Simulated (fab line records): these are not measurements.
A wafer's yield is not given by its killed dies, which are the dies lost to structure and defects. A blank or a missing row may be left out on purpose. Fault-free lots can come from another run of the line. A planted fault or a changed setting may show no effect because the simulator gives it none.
Matching of chambers / flow n5_finfet / N5_FIN_CUT_CUT_ETCH_28 on rie_si-06 has 4 sister chambers
The step etches Si in HBr/Cl2/O2, target depth 6 nm, time 2.4 s. 18 wafers are shown with their chamber, then 9 later ones without.

== WAFERS, EACH WITH ITS CHAMBER ==
wafer=L083.1; chamber=3; throttle_valve_pct (%)=37.07; drypump_motor_current_A (A)=5.2; oes_product_au (a.u.)=0.992
wafer=L083.2; chamber=2; throttle_valve_pct (%)=36.79; drypump_motor_current_A (A)=5.6; oes_product_au (a.u.)=1.028
wafer=L083.3; chamber=0; throttle_valve_pct (%)=36.58; drypump_motor_current_A (A)=5.6; oes_product_au (a.u.)=0.989
wafer=L083.4; chamber=1; throttle_valve_pct (%)=37.43; drypump_motor_current_A (A)=5.5; oes_product_au (a.u.)=1.012
wafer=L083.5; chamber=2; throttle_valve_pct (%)=36.79; drypump_motor_current_A (A)=5.5; oes_product_au (a.u.)=1.031
wafer=L083.6; chamber=1; throttle_valve_pct (%)=37.42; drypump_motor_current_A (A)=5.5; oes_product_au (a.u.)=1.005
wafer=L085.1; chamber=2; throttle_valve_pct (%)=36.79; drypump_motor_current_A (A)=5.5; oes_product_au (a.u.)=1.035
wafer=L085.2; chamber=0; throttle_valve_pct (%)=36.58; drypump_motor_current_A (A)=5.5; oes_product_au (a.u.)=0.987
wafer=L085.3; chamber=3; throttle_valve_pct (%)=37.07; drypump_motor_current_A (A)=5.2; oes_product_au (a.u.)=0.991
wafer=L085.4; chamber=1; throttle_valve_pct (%)=37.41; drypump_motor_current_A (A)=5.5; oes_product_au (a.u.)=1.016
wafer=L085.5; chamber=0; throttle_valve_pct (%)=36.57; drypump_motor_current_A (A)=5.6; oes_product_au (a.u.)=0.992
wafer=L085.6; chamber=3; throttle_valve_pct (%)=37.06; drypump_motor_current_A (A)=5.2; oes_product_au (a.u.)=0.983
wafer=L086.3; chamber=3; throttle_valve_pct (%)=37.07; drypump_motor_current_A (A)=5.2; oes_product_au (a.u.)=0.983
wafer=L086.4; chamber=2; throttle_valve_pct (%)=36.80; drypump_motor_current_A (A)=5.5; oes_product_au (a.u.)=1.027
wafer=L086.6; chamber=2; throttle_valve_pct (%)=36.79; drypump_motor_current_A (A)=5.4; oes_product_au (a.u.)=1.038
wafer=L088.1; chamber=2; throttle_valve_pct (%)=36.81; drypump_motor_current_A (A)=5.5; oes_product_au (a.u.)=1.025
wafer=L088.4; chamber=0; throttle_valve_pct (%)=36.59; drypump_motor_current_A (A)=5.5; oes_product_au (a.u.)=0.986
wafer=L088.6; chamber=3; throttle_valve_pct (%)=37.08; drypump_motor_current_A (A)=5.2; oes_product_au (a.u.)=0.987

SIGNATURES, as means of the wafers listed above
reading=throttle_valve_pct; chamber 0=36.5800; chamber 1=37.4200; chamber 2=36.7950; chamber 3=37.0700; scatter within a chamber=0.00824
reading=drypump_motor_current_A; chamber 0=5.550; chamber 1=5.500; chamber 2=5.500; chamber 3=5.200; scatter within a chamber=0.0463
reading=oes_product_au; chamber 0=0.98850; chamber 1=1.01100; chamber 2=1.03067; chamber 3=0.98720; scatter within a chamber=0.00448
Rule: for a wafer and a chamber, the distance is found by dividing, reading by reading, the gap between the wafer's reading and the chamber's mean by the reading's scatter, squaring, summing and taking the root. The wafer belongs to the nearest chamber; if the next one is less than 2 further off, it can't be placed. How the scatter is found: for the shown wafers, subtract from each reading the mean of its chamber, square and add these, divide the total by (wafers less chambers), then take the root.

== WAFERS WITH NO CHAMBER GIVEN ==
wafer=L089.1; throttle_valve_pct (%)=37.43; drypump_motor_current_A (A)=5.4; oes_product_au (a.u.)=1.002
wafer=L089.2; throttle_valve_pct (%)=36.78; drypump_motor_current_A (A)=5.4; oes_product_au (a.u.)=1.038
wafer=L089.3; throttle_valve_pct (%)=37.06; drypump_motor_current_A (A)=5.2; oes_product_au (a.u.)=0.990
wafer=L089.4; throttle_valve_pct (%)=36.58; drypump_motor_current_A (A)=5.5; oes_product_au (a.u.)=0.989
wafer=L089.5; throttle_valve_pct (%)=36.58; drypump_motor_current_A (A)=5.6; oes_product_au (a.u.)=0.989
wafer=L089.6; throttle_valve_pct (%)=37.06; drypump_motor_current_A (A)=5.2; oes_product_au (a.u.)=0.976
wafer=L095.2; throttle_valve_pct (%)=36.58; drypump_motor_current_A (A)=5.5; oes_product_au (a.u.)=0.991
wafer=L095.3; throttle_valve_pct (%)=36.79; drypump_motor_current_A (A)=5.5; oes_product_au (a.u.)=1.034
wafer=L095.4; throttle_valve_pct (%)=36.59; drypump_motor_current_A (A)=5.5; oes_product_au (a.u.)=0.981

== WHICH CHAMBER EACH ONE RAN IN ==
wafer=L089.1; from the rows above=1; in truth=1
wafer=L089.2; from the rows above=2; in truth=2
wafer=L089.3; from the rows above=3; in truth=3
wafer=L089.4; from the rows above=0; in truth=0
wafer=L089.5; from the rows above=0; in truth=0
wafer=L089.6; from the rows above=3; in truth=3
wafer=L095.2; from the rows above=0; in truth=0
wafer=L095.3; from the rows above=2; in truth=2
wafer=L095.4; from the rows above=0; in truth=0
9 of 9 placed correctly. Left unplaced by these rows: 0. Number placed wrongly: 0.
